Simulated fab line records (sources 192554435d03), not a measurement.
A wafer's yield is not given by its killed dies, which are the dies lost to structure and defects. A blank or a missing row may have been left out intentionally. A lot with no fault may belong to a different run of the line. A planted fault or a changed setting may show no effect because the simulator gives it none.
Chamber matching / flow n5 finfet / N5_BEOL_M7_CURE_75 on uv cure-01 has 3 sister chambers
The step cures SiCOH lowk, time 120 s. 16 wafers are shown with their chamber, then 8 later ones without.

WAFERS, EACH WITH ITS CHAMBER
wafer=L077.1; chamber=0; lamp power pct (%)=52.35; wafer_temp_C_max=371.0
wafer=L077.2; chamber=0; lamp power pct (%)=52.29; wafer_temp_C_max=370.9
wafer=L077.5; chamber=0; lamp power pct (%)=52.30; wafer_temp_C_max=371.4
wafer=L085.2; chamber=2; lamp power pct (%)=52.25; wafer_temp_C_max=370.7
wafer=L085.3; chamber=2; lamp power pct (%)=52.32; wafer_temp_C_max=371.7
wafer=L085.6; chamber=2; lamp power pct (%)=52.29; wafer_temp_C_max=371.4
wafer=L086.1; chamber=2; lamp power pct (%)=52.35; wafer_temp_C_max=371.4
wafer=L086.4; chamber=2; lamp power pct (%)=52.29; wafer_temp_C_max=371.3
wafer=L086.6; chamber=2; lamp power pct (%)=52.32; wafer_temp_C_max=371.7
wafer=L092.1; chamber=0; lamp power pct (%)=52.41; wafer_temp_C_max=371.8
wafer=L092.2; chamber=0; lamp power pct (%)=52.25; wafer_temp_C_max=371.1
wafer=L092.5; chamber=0; lamp power pct (%)=52.29; wafer_temp_C_max=371.2
wafer=L091.1; chamber=1; lamp power pct (%)=52.32; wafer_temp_C_max=371.5
wafer=L091.4; chamber=1; lamp power pct (%)=52.44; wafer_temp_C_max=371.6
wafer=L091.6; chamber=1; lamp power pct (%)=52.40; wafer_temp_C_max=371.7
wafer=L096.1; chamber=1; lamp power pct (%)=52.34; wafer_temp_C_max=371.7

SIGNATURES (means of the wafers above)
reading=lamp power pct; chamber 0=52.3150; chamber 1=52.3750; chamber 2=52.3033; scatter within a chamber=0.0488
reading=wafer_temp_C_max; chamber 0=371.233; chamber 1=371.625; chamber 2=371.367; scatter within a chamber=0.308
Rule: for a wafer and a chamber, the distance is found by dividing, reading by reading, the gap between the wafer's reading and the chamber's mean by the reading's scatter, squaring, summing and taking the root. If the next closest chamber is less than 2 further off than the closest, the wafer can't be placed; otherwise it belongs to the closest. The scatter: take each reading less its chamber's mean, square it, sum over the shown wafers, divide by the number of wafers less the number of chambers, and take the root.

WAFERS WITH NO CHAMBER GIVEN
wafer=L096.2; lamp power pct (%)=52.29; wafer_temp_C_max=371.1
wafer=L096.3; lamp power pct (%)=52.28; wafer_temp_C_max=371.5
wafer=L097.4; lamp power pct (%)=52.27; wafer_temp_C_max=371.2
wafer=L097.5; lamp power pct (%)=52.27; wafer_temp_C_max=371.7
wafer=L097.6; lamp power pct (%)=52.41; wafer_temp_C_max=371.1
wafer=L094.1; lamp power pct (%)=52.30; wafer_temp_C_max=371.1
wafer=L094.4; lamp power pct (%)=52.24; wafer_temp_C_max=371.8
wafer=L094.5; lamp power pct (%)=52.31; wafer_temp_C_max=371.5

THE CHAMBER EACH PASSED THROUGH
wafer=L096.2; from the rows above=can't be placed: 0 or 2 or 1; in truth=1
wafer=L096.3; from the rows above=can't be placed: 2 or 0 or 1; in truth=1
wafer=L097.4; from the rows above=can't be placed: 2 or 0 or 1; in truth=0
wafer=L097.5; from the rows above=can't be placed: 2 or 0 or 1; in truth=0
wafer=L097.6; from the rows above=can't be placed: 1 or 0 or 2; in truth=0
wafer=L094.1; from the rows above=can't be placed: 0 or 2 or 1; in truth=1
wafer=L094.4; from the rows above=can't be placed: 2 or 0 or 1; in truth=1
wafer=L094.5; from the rows above=can't be placed: 2 or 0 or 1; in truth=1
Correctly placed: 0 of 8. Cannot be placed on the basis of these rows: 8; the candidates contain the true chamber in 8. Placed wrongly: 0.
